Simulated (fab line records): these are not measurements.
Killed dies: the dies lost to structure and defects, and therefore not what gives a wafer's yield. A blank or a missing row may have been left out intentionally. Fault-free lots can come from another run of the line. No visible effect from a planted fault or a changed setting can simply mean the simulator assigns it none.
Split-lot study | flow n5 finfet | route with 1938 steps; 7 lots, 21 wafers read

ON THE SPLIT
At N5_BEOL_M12_COAT_04 (resist thk 400 nm), the setting spin rpm was moved away from the recipe's 1625 rpm on 8 of the 21 wafers read, by -8.2% to +11.0%. For the rest of the wafers, this setting stayed at what the recipe calls for.

SPLIT TO READING: what lies between them in the file, 1 step
- N5_BEOL_M12_DESCUM_15: chemistry O2, time 7.9 s (also split here: time s)

THE READING
coat_of_BEOL_M12_COAT_04.thk nm (the simulator's own value, which no gauge read), in nm, at N5_BEOL_M12_ETCH_59 (etches BARC in N2/H2, target depth 89 nm, overetch 26.7 nm, time 67.9 s). The file does not state a usual value for it. Here, 13 wafers ran the recipe; their average is 317.2 nm with a standard deviation of 2.7 nm.

wafer  | tool, chamber at the split | spin rpm as run, rpm | against the recipe | coat_of_BEOL_M12_COAT_04.thk nm, nm | against lot-mates on the recipe
L075.1 | litho track-04, 0          | 1803                 | +11.0%             | 292.2                               | -23.4
L075.4 | litho track-04, 0          | 1625                 | recipe             | 318.6                               | -
L075.5 | litho track-04, 0          | 1625                 | recipe             | 312.6                               | -
L078.1 | litho track-04, 0          | 1625                 | recipe             | 319                                 | -
L078.2 | litho track-04, 0          | 1625                 | recipe             | 321                                 | -
L078.4 | litho track-04, 0          | 1625                 | recipe             | 321                                 | -
L084.2 | litho track-03, 0          | 1688                 | +3.9%              | 307                                 | -10.8
L084.3 | litho track-03, 0          | 1688                 | +3.9%              | 311                                 | -6.8
L084.5 | litho track-03, 0          | 1625                 | recipe             | 317.8                               | -
L085.2 | litho track-03, 0          | 1625                 | recipe             | 312.8                               | -
L085.4 | litho track-03, 0          | 1492                 | -8.2%              | 334                                 | +20.6
L085.6 | litho track-03, 0          | 1625                 | recipe             | 314                                 | -
L089.1 | litho track-04, 0          | 1561                 | -3.9%              | 323                                 | +6.0
L089.4 | litho track-04, 0          | 1625                 | recipe             | 317                                 | -
L089.5 | litho track-04, 0          | 1561                 | -3.9%              | 323.4                               | +6.4
L096.1 | litho track-05, 0          | 1625                 | recipe             | 317.6                               | -
L096.2 | litho track-05, 0          | 1625                 | recipe             | 314.4                               | -
L096.3 | litho track-05, 0          | 1625                 | recipe             | 318.4                               | -
L097.2 | litho track-03, 0          | 1755                 | +8.0%              | 303.2                               | -15.8
L097.4 | litho track-03, 0          | 1625                 | recipe             | 319                                 | -
L097.6 | litho track-03, 0          | 1755                 | +8.0%              | 304                                 | -15.0

THE FIT
A straight line over all 21 wafers: coat_of_BEOL_M12_COAT_04.thk nm changes by -1.96 nm for each +1% of spin rpm; r = -0.95; the points scatter about the line by 2.7 nm.
The same after taking each lot's own level away (the mean of its wafers on the recipe; 21 wafers): -2.1 nm for each +1%; r = -0.98; scatter 1.8 nm.
Per that fit: largest spin rpm move, reading shift of 23 nm.
Measured against the standard deviation above, the lots' own levels, which go from 313.40 to 320.33 nm, span 2.5 times it.
The two slopes agree, so the slope changes little with the lot-to-lot level.
Check: for one of the wafers moved furthest among these (+11.0%), held out of the fit, the line's prediction against its lot-mates is -22.7 nm. It came out at -23.4 nm against them.

THE OTHER SPLITS THESE WAFERS WENT THROUGH
Note: prior to the reading, these wafers also went through further splits. Each is held against what the fit with the lots' levels taken away leaves over:
other split on the same wafers | wafers away from the commonest value | r with coat_of_BEOL_M12_COAT_04.thk nm (lot level and that fit taken away)
N5_BEOL_M10_COAT_05 spin rpm   | 7                                    | -0.09
N5_BEOL_M10_COAT_22 spin rpm   | 7                                    | +0.29
N5_BEOL_M10_EXPOSE_25 dose mj  | 5                                    | +0.46
N5_BEOL_M11_COAT_22 spin rpm   | 7                                    | -0.22
N5_BEOL_M12_DESCUM_15 time s   | 4                                    | -0.04

THE WHOLE CHAIN: every reading that the file lists as answering this split, in the file's order
step                 | what it does                                                            | reading                                                                          | change (the file's fit)              | r (the file's)
N5_BEOL_M12_COAT_04  | resist thk 400 nm                                                       | coat_of_BEOL_M12_COAT_04.thk nm (the simulator's own value, which no gauge read) | -1.91 nm for each +1% of the setting | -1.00
N5_BEOL_M12_ETCH_59  | etches BARC in N2/H2, target depth 89 nm, overetch 26.7 nm, time 67.9 s | coat_of_BEOL_M12_COAT_04.thk nm (the simulator's own value, which no gauge read) | -2.15 nm for each +1% of the setting | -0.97
N5_BEOL_M12_STRIP_63 | strips in N2/H2                                                         | strip time to endpoint s                                                         | withheld for each +1% of the setting | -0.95

FILE'S OWN FIT
coat_of_BEOL_M12_COAT_04.thk nm changes by -2.15 nm for each +1% of spin rpm, r = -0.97.
